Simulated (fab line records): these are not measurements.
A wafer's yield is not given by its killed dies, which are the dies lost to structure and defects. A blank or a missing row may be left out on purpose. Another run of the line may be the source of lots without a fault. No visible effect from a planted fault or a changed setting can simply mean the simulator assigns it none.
Comparing a struck lot with a sound one -- flow n5Finfet -- 36 out of 1938 route steps
Sound: these wafers, L451.2, L451.4, L451.5. Wafers L466.1, L466.6 were the ones struck. At the end, the cause is stated.
At each step with rows: each side's tool, then ch and its chambers, then its first start. Under that, the readings that differ: sound wafers -- struck wafers -- difference of the means -- sigmas: that difference in standard deviations of wafers without a fault.
alike: readings whose means differ by less than 2 such deviations, and words and numbers that are the same on both sides. not compared: withheld readings, readings that some wafer has no value for, bounds like >300 that may hide the same value, and numbers for which the record gives no deviation and whose values overlap.
The two part at a step that has a row with sigmas, a row that says differs or no value, or rows on one side only. Non-overlapping numbers with no deviation appear without sigmas and do not part them. Lack of a reading on every wafer of one side parts them only where that side has two or more wafers.

first, 8 steps without rows for these wafers: N5_BEOL_M10_SPUTTER_48 (material Cu, target thk 12 nm, time 2 s); N5_BEOL_M10_ECD_50 (material Cu, target thk 318 nm); N5_BEOL_M10_ANNEAL_51 (time 90 s); N5_BEOL_M10_CMP_52 (polishes, stops on SiCOH lowk, t overpolish 7 s, target thk 140 nm); N5_BEOL_M10_PRE_CLEAN_55 (time 15 s); N5_BEOL_M10_DEP_56 (deposits SiCN from 3MS/NH3, target thk 15 nm, time 26.5 s); N5_BEOL_M11_ILD_DEP_00 (deposits SiCOH lowk from DEMS/porogen, target thk 308.51 nm, time 58 s); N5_BEOL_M11_CURE_71 (cures SiCOH lowk, time 240 s).
N5_BEOL_M11_PECVD_70: deposits SiO2 from TEOS/O2, target thk 20 nm, time 22.7 s.
  sound on pecvd-03 ch 1,2, day 13 01:14; struck on pecvd-03 ch 0, day 17 20:32
reading,sound,struck,difference,sigmas
model.SiO2_of_BEOL_M11_PECVD_70.thkNm (nm),19.8 20.2 19.8,34.6 35,+14.9,
  alike: heaterPowerW, rfFwdPowerW, showerheadPlenumPTorr, throttleValvePct
then, 24 steps without rows for these wafers: N5_BEOL_M11_HM_DEP_02 (deposits TiN, target thk 20 nm); N5_BEOL_M11_COAT_59 (time 60 s, resist thk 100 nm); N5_BEOL_M11_COAT_60 (time 60 s, resist thk 30 nm); N5_BEOL_M11_COAT_05 (resist thk 90 nm); N5_BEOL_M11_EBR_07; N5_BEOL_M11_SOFTBAKE_06 (time 60 s); N5_BEOL_M11_EXPOSE_08 (exposes mask M11); N5_BEOL_M11_PEB_09 (peb time 60 s); N5_BEOL_M11_DEVELOP_10 (develop time 30 s); N5_BEOL_M11_DESCUM_16 (chemistry O2, time 7.9 s); N5_BEOL_M11_ETCH_61 (etches SiARC in CF4, target depth 39 nm, time 65 s); N5_BEOL_M11_ETCH_62 (etches SOC in N2/H2, target depth 110 nm, overetch 22 nm, time 165 s); N5_BEOL_M11_STRIP_68 (strips in N2/H2); N5_BEOL_M11_STRIP_67 (strips in CF4); N5_BEOL_M11_HM_OPEN_17 (chemistry Cl2/BCl3, target TiN, target depth 20 nm, overetch 6 nm); N5_BEOL_M11_STRIP_19 (strips in O2); N5_BEOL_M11_COAT_63 (time 60 s, resist thk 100 nm); N5_BEOL_M11_COAT_64 (time 60 s, resist thk 30 nm); N5_BEOL_M11_COAT_22 (resist thk 90 nm); N5_BEOL_M11_EBR_24; N5_BEOL_M11_SOFTBAKE_23 (time 60 s); N5_BEOL_M11_EXPOSE_25 (exposes mask V10); N5_BEOL_M11_PEB_26 (peb time 60 s); N5_BEOL_M11_DEVELOP_27 (develop time 30 s).
N5_BEOL_M11_HM_STRIP_39: strips TiN in peroxide tin strip, target depth 25 nm, time 158 s.
  sound on wetBench-01 ch 3,4,7, day 13 03:49; struck on wetBench-01 ch 3,6, day 17 23:50
reading,sound,struck,difference,sigmas
model.SiO2_of_BEOL_M11_PECVD_70.thkNm (nm),19.6 20 19.6,34.4 34.8,+14.9,
N5_BEOL_M11_CMP_52: polishes, stops on SiCOH lowk, t overpolish 7 s, target thk 140 nm.
  sound on cmp-02 ch 0,1, day 13 05:29; struck on cmp-02 ch 0,1, day 18 02:41
reading,sound,struck,difference,sigmas
barrierFieldEndpointS (s),29.9 29.4 29.0,46.7 47.1,+17.5,+16
overpolishRunS (s),6.994 7.000 6.994,0.429 0.034,-6.764,-99 or more
  alike: motorCurrentA, platenRpm
N5_PASSIVATION_PROBE_49:
  rows exist in the record for the sound wafers here (prober-01, day 14 23:33), none for the struck ones

WHERE THEY PART
Last at N5_PASSIVATION_PROBE_49 as far as this record goes, first at N5_BEOL_M11_CMP_52.

WHY: what had been put in by the simulator
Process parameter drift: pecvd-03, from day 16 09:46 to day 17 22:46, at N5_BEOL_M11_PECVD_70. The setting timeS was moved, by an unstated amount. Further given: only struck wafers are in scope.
